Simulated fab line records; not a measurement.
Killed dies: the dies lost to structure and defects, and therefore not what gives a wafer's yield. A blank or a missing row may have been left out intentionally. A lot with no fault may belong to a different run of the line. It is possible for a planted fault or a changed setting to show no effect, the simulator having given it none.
A lot that was struck, set against a sound lot + flow n5Finfet + 15 steps out of a route of 1938
Sound: these wafers, L533.4, L533.5, L533.6. The struck wafers were L549.1, L549.3, L549.4. Last of all comes the cause.
For every step that has rows: the tool of each side, followed by ch and its chambers, followed by its first start. Under that, the readings that differ: sound wafers + struck wafers + difference of the means + sigmas: that difference in standard deviations of wafers without a fault.
alike: readings with means less than 2 such deviations apart, plus words and numbers identical on both sides. not compared: withheld readings, readings lacking a value on some wafer, bounds such as >300 that could conceal the same value, and numbers that have no deviation in the record and whose values overlap.
The two part at a step that has a row with sigmas, a row that says differs or no value, or rows on one side only. When numbers do not overlap yet have no deviation, they are printed without sigmas and do not part them. A reading that every wafer of one side lacks parts them only if that side has two wafers or more.

N5_BEOL_M4_SPUTTER_92: material Cu, target thk 4.5 nm, time 8.29 s.
  sound on pvdSputter-01, day 8 16:35; struck on pvdSputter-03, day 13 00:57
  alike: throttleValvePct
then, 1 step without rows for these wafers: N5_BEOL_M4_ANNEAL_93 (time 240 s).
N5_BEOL_M4_SPUTTER_94: material Cu, target thk 4.5 nm, time 8.29 s.
  sound on pvdSputter-01, day 8 16:49; struck on pvdSputter-03, day 13 01:10
  alike: throttleValvePct
then, 1 step without rows for these wafers: N5_BEOL_M4_ANNEAL_95 (time 240 s).
N5_BEOL_M4_SPUTTER_96: material Cu, target thk 4.5 nm, time 8.29 s.
  sound on pvdSputter-01, day 8 17:02; struck on pvdSputter-03, day 13 01:23
  alike: throttleValvePct
then, 1 step without rows for these wafers: N5_BEOL_M4_ECD_50 (material Cu, target thk 300 nm).
N5_BEOL_M4_ANNEAL_51: time 90 s.
  sound on rtpAnneal-01 ch 0, day 8 17:22; struck on rtpAnneal-02 ch 0, day 13 01:53
  alike: wafer_temp_C_max
then, 1 step without rows for these wafers: N5_BEOL_M4_CMP_52 (polishes, stops on SiOC, t overpolish 6.8 s, target thk 40 nm).
N5_BEOL_M4_THK_MEAS_53: measures by xrf.
  sound on filmMetro-02, day 8 17:49; struck on filmMetro-01, day 13 02:29
  alike: M4_THK
then, 1 step without rows for these wafers: N5_BEOL_M4_PRE_CLEAN_60 (time 15 s).
N5_BEOL_M4_CO_CAP_55: material Co, precursor CCTBA/H2, target thk 2 nm, time 102.1 s.
  sound on cvdCo-02 ch 0,1,2, day 8 17:56; struck on cvdCo-01 ch 0,1,2, day 13 02:34
  alike: chamberPressureTorr, heaterPowerW
then, 1 step without rows for these wafers: N5_BEOL_M4_PRE_CLEAN_56 (time 15 s).
N5_BEOL_M4_DEP_57: deposits SiCN from 3MS/NH3, target thk 8 nm, time 14 s.
  sound on pecvd-04 ch 0,1,2, day 8 18:02; struck on pecvd-03 ch 0,1,2, day 13 02:41
| reading                                 | sound   | struck         | difference | sigmas |
|-----------------------------------------|---------|----------------|------------|--------|
| model.SiCN_of_BEOL_M4_DEP_57.thkNm (nm) | 8 8 8.2 | 10.4 10.2 10.6 | +2.3       |        |
  alike: chamberPressureTorr, showerheadPlenumPTorr, throttleValvePct
N5_BEOL_M4_RS_MEAS_58: a four-point-probe measurement.
  sound on filmMetro-02, day 8 18:05; struck on filmMetro-02, day 13 02:45
  alike: M4_RS
N5_BEOL_M4_RC_MEAS_101:
  sound on prober-02 ch 0, day 8 18:35; struck on prober-01 ch 0, day 13 02:48
  alike: DIBL_N, DIBL_P, IOFF_N, IOFF_P, ION_N, ION_P, SS_N, SS_P, VT_N, VT_P

== WHERE THEY PART ==
Nowhere in this record.

WHY: what the simulator had put in
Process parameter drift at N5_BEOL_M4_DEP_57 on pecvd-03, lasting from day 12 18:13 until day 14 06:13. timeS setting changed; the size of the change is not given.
